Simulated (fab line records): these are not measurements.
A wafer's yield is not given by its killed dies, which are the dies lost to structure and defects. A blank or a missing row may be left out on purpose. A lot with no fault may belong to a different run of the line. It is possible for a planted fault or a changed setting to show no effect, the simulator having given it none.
Matching of chambers | flow n5_finfet | N5_BEOL_M8_DESCUM_33 on rie_diel-04: 4 sister chambers
The step chemistry O2, time 7 s. 18 wafers are shown with their chamber, then 9 later ones without.

WAFERS PAIRED WITH THEIR CHAMBERS
wafer  | chamber | throttle_valve_pct (%) | showerhead_plenum_p_Torr (Torr) | drypump_motor_current_A (A)
L074.1 | 0       | 21.0                   | 2.10                            | 6.0
L074.3 | 2       | 20.8                   | 2.00                            | 5.6
L074.6 | 2       | 20.8                   | 2.00                            | 5.5
L077.1 | 3       | 20.0                   | 2.23                            | 5.2
L077.4 | 1       | 20.1                   | 2.13                            | 6.4
L077.5 | 2       | 20.9                   | 2.00                            | 5.6
L078.1 | 3       | 20.0                   | 2.23                            | 5.2
L078.3 | 0       | 21.0                   | 2.10                            | 6.0
L078.4 | 1       | 20.1                   | 2.13                            | 6.4
L079.1 | 2       | 20.9                   | 2.00                            | 5.6
L079.4 | 1       | 20.1                   | 2.13                            | 6.4
L079.6 | 0       | 21.0                   | 2.10                            | 6.0
L086.1 | 2       | 20.9                   | 1.99                            | 5.6
L086.5 | 3       | 20.0                   | 2.22                            | 5.2
L086.6 | 0       | 21.0                   | 2.09                            | 6.0
L089.2 | 3       | 20.0                   | 2.22                            | 5.1
L089.3 | 0       | 21.0                   | 2.09                            | 6.0
L089.6 | 0       | 21.0                   | 2.09                            | 6.0

SIGNATURES (averages over the wafers above)
reading                  | chamber 0 | chamber 1 | chamber 2 | chamber 3 | scatter within a chamber
throttle_valve_pct       | 21.000    | 20.100    | 20.860    | 20.000    | 0.0293
showerhead_plenum_p_Torr | 2.0950    | 2.1300    | 1.9980    | 2.2250    | 0.00486
drypump_motor_current_A  | 6.000     | 6.400     | 5.580     | 5.175     | 0.0333
Rule: distance of a wafer from a chamber = root of the sum over the readings of ((wafer's reading minus chamber's mean) / reading's scatter) squared. The wafer belongs to the nearest chamber; if the next one is less than 2 further off, it can't be placed. The scatter is the square root of a quotient: the sum, over the shown wafers, of each reading's squared deviation from its chamber's mean, divided by wafers minus chambers.

WAFERS MISSING THEIR CHAMBER
wafer  | throttle_valve_pct (%) | showerhead_plenum_p_Torr (Torr) | drypump_motor_current_A (A)
L088.1 | 20.2                   | 2.12                            | 6.4
L088.3 | 20.0                   | 2.22                            | 5.2
L088.6 | 20.0                   | 2.22                            | 5.2
L093.1 | 20.6                   | 2.26                            | 5.6
L093.4 | 20.2                   | 2.12                            | 6.4
L093.6 | 20.0                   | 2.22                            | 5.2
L097.2 | 20.0                   | 2.22                            | 5.2
L097.3 | 20.2                   | 2.11                            | 6.4
L097.6 | 20.6                   | 2.25                            | 5.6

CHAMBER TAKEN BY EACH
wafer  | from the rows above | in truth
L088.1 | 1                   | 1
L088.3 | 3                   | 3
L088.6 | 3                   | 3
L093.1 | 3                   | 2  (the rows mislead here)
L093.4 | 1                   | 1
L093.6 | 3                   | 3
L097.2 | 3                   | 3
L097.3 | 1                   | 1
L097.6 | 3                   | 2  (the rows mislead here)
Placed correctly: 7 of 9. Number that these rows cannot place: 0. Placed wrongly: 2.
